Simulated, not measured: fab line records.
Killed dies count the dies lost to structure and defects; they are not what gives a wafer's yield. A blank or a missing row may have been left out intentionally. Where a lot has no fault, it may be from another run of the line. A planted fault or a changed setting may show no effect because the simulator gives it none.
Matching of chambers | flow n5-finfet | N5_BEOL_M0_STRIP_104 on rie-diel-02 has 4 sister chambers
The step strips in N2/H2. 14 wafers are shown with their chamber, then 7 later ones without.

## WAFERS PAIRED WITH THEIR CHAMBERS
wafer  | chamber | showerhead-plenum-p-Torr (Torr) | drypump-motor-current-A (A) | throttle-valve-pct (%)
L075.1 | 2       | 2.64                            | 6.0                         | 23.6
L075.3 | 3       | 2.51                            | 5.8                         | 23.6
L075.6 | 2       | 2.64                            | 5.9                         | 23.6
L078.1 | 1       | 2.68                            | 6.6                         | 23.4
L078.4 | 0       | 2.53                            | 6.4                         | 23.3
L078.5 | 2       | 2.63                            | 5.9                         | 23.7
L080.1 | 2       | 2.63                            | 5.9                         | 23.6
L080.3 | 0       | 2.53                            | 6.4                         | 23.3
L080.5 | 2       | 2.63                            | 6.0                         | 23.7
L083.4 | 3       | 2.51                            | 5.8                         | 23.7
L083.5 | 2       | 2.63                            | 5.9                         | 23.6
L083.6 | 3       | 2.51                            | 5.8                         | 23.7
L090.3 | 0       | 2.52                            | 6.4                         | 23.3
L090.4 | 1       | 2.68                            | 6.6                         | 23.4

SIGNATURES, as means of the wafers listed above
reading                  | chamber 0 | chamber 1 | chamber 2 | chamber 3 | scatter within a chamber
showerhead-plenum-p-Torr | 2.5267    | 2.6800    | 2.6333    | 2.5100    | 0.00447
drypump-motor-current-A  | 6.400     | 6.600     | 5.933     | 5.800     | 0.0365
throttle-valve-pct       | 23.300    | 23.400    | 23.633    | 23.667    | 0.0447
Rule: for a wafer and a chamber, the distance is found by dividing, reading by reading, the gap between the wafer's reading and the chamber's mean by the reading's scatter, squaring, summing and taking the root. The wafer belongs to the nearest chamber; if the next one is less than 2 further off, it can't be placed. The scatter: the root of (the sum of the squares of (reading less its chamber's mean) over the shown wafers, divided by (wafers less chambers)).

## WAFERS WITHOUT THEIR CHAMBER
wafer  | showerhead-plenum-p-Torr (Torr) | drypump-motor-current-A (A) | throttle-valve-pct (%)
L090.5 | 2.52                            | 6.4                         | 23.3
L089.2 | 2.50                            | 5.7                         | 23.7
L089.3 | 2.52                            | 6.4                         | 23.3
L089.5 | 2.52                            | 6.4                         | 23.3
L095.2 | 2.67                            | 6.6                         | 23.4
L095.3 | 2.50                            | 5.7                         | 23.3
L095.4 | 2.52                            | 6.4                         | 23.3

## EACH ONE'S CHAMBER
wafer  | from the rows above | in truth
L090.5 | 0                   | 0
L089.2 | 3                   | 3
L089.3 | 0                   | 0
L089.5 | 0                   | 0
L095.2 | 1                   | 1
L095.3 | 3                   | 3
L095.4 | 0                   | 0
Correctly placed: 7 of 7. Number that these rows cannot place: 0. Placed wrongly: 0.
